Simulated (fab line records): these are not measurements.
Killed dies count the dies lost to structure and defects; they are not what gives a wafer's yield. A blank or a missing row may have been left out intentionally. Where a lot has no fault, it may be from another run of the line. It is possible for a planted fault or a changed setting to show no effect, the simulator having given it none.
Matching of chambers    flow n5-finfet    pecvd-01 running N5_BEOL_M2_DEP_57: 3 sister chambers
The step deposits SiCN from 3MS/NH3, target thk 8 nm, time 14 s. 6 wafers are shown with their chamber, then 12 later ones without.

WAFERS, EACH WITH ITS CHAMBER
wafer   chamber  showerhead-plenum-p-Torr (Torr)  throttle-valve-pct (%)
L090.4  2        3.662                            9.33
L090.5  1        3.671                            8.99
L089.5  2        3.657                            9.02
L088.1  0        3.669                            9.09
L088.4  0        3.655                            9.25
L088.5  1        3.672                            9.11

WAFERS WITHOUT THEIR CHAMBER
wafer   showerhead-plenum-p-Torr (Torr)  throttle-valve-pct (%)
L091.1  3.681                            9.14
L091.2  3.661                            9.43
L091.4  3.665                            9.33
L093.1  3.657                            9.17
L093.3  3.654                            9.31
L093.4  3.671                            9.10
L094.3  3.649                            9.34
L094.4  3.657                            9.30
L094.6  3.648                            8.94
L095.2  3.659                            9.05
L095.5  3.650                            9.13
L095.6  3.673                            9.11

EACH ONE'S CHAMBER
wafer   from the rows above           in truth
L091.1  can't be placed: 1 or 0 or 2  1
L091.2  can't be placed: 2 or 0 or 1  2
L091.4  can't be placed: 0 or 2 or 1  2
L093.1  can't be placed: 2 or 0       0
L093.3  can't be placed: 2 or 0       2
L093.4  can't be placed: 1 or 0 or 2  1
L094.3  can't be placed: 2 or 0       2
L094.4  can't be placed: 2 or 0 or 1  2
L094.6  can't be placed: 2 or 0 or 1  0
L095.2  can't be placed: 2 or 0 or 1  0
L095.5  can't be placed: 2 or 0 or 1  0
L095.6  can't be placed: 1 or 0 or 2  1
Correct placement for 0 of the 12. From these rows, 12 cannot be placed; in 12 the true chamber is one of the candidates. Number placed wrongly: 0.
How it was worked out, from the rows above alone: a wafer's distance from a chamber is the root of the sum, over the readings, of the square of ((its reading less the chamber's mean) divided by the reading's scatter). If the next closest chamber is less than 2 further off than the closest, the wafer can't be placed; otherwise it belongs to the closest. The mean given for a chamber averages the wafers shown for that chamber. How the scatter is found: for the shown wafers, subtract from each reading the mean of its chamber, square and add these, divide the total by (wafers less chambers), then take the root.
